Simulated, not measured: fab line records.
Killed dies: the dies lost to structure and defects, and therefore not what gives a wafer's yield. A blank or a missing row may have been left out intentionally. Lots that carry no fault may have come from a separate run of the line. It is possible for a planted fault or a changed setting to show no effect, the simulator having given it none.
Chamber matching    flow nandHarc    NHARC_P_BONDPAD_DEP_00 on pecvd-01 has 3 sister chambers
The step deposits SiCN, target thk 250 nm. 3 wafers are shown with their chamber, then 9 later ones without.

== WAFERS WITH THEIR CHAMBER ==
wafer   chamber  heaterPowerW (W)
L082.5  2        620
L083.2  1        606
L083.5  0        571

== WAFERS WITH NO CHAMBER GIVEN ==
wafer   heaterPowerW (W)
L092.1  566
L092.3  503
L092.4  516
L091.4  539
L091.5  520
L091.6  578
L095.3  490
L095.5  496
L095.6  575

== CHAMBER TAKEN BY EACH ==
wafer   from the rows above           in truth
L092.1  can't be placed: 0 or 1 or 2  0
L092.3  can't be placed: 0 or 1 or 2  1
L092.4  can't be placed: 0 or 1 or 2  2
L091.4  can't be placed: 0 or 1 or 2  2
L091.5  can't be placed: 0 or 1 or 2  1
L091.6  can't be placed: 0 or 1 or 2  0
L095.3  can't be placed: 0 or 1 or 2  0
L095.5  can't be placed: 0 or 1 or 2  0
L095.6  can't be placed: 0 or 1 or 2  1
Placed correctly: 0 of 9. Cannot be placed on the basis of these rows: 9; the candidates contain the true chamber in 9. Placed wrongly: 0.
How it was worked out, from the rows above alone: a wafer's distance from a chamber is the root of the sum, over the readings, of the square of ((its reading less the chamber's mean) divided by the reading's scatter). If the next closest chamber is less than 2 further off than the closest, the wafer can't be placed; otherwise it belongs to the closest. The mean given for a chamber averages the wafers shown for that chamber. The scatter (one wafer shown for each chamber): square how far every hidden wafer sits from the nearest shown wafer, average those squares and take the square root.
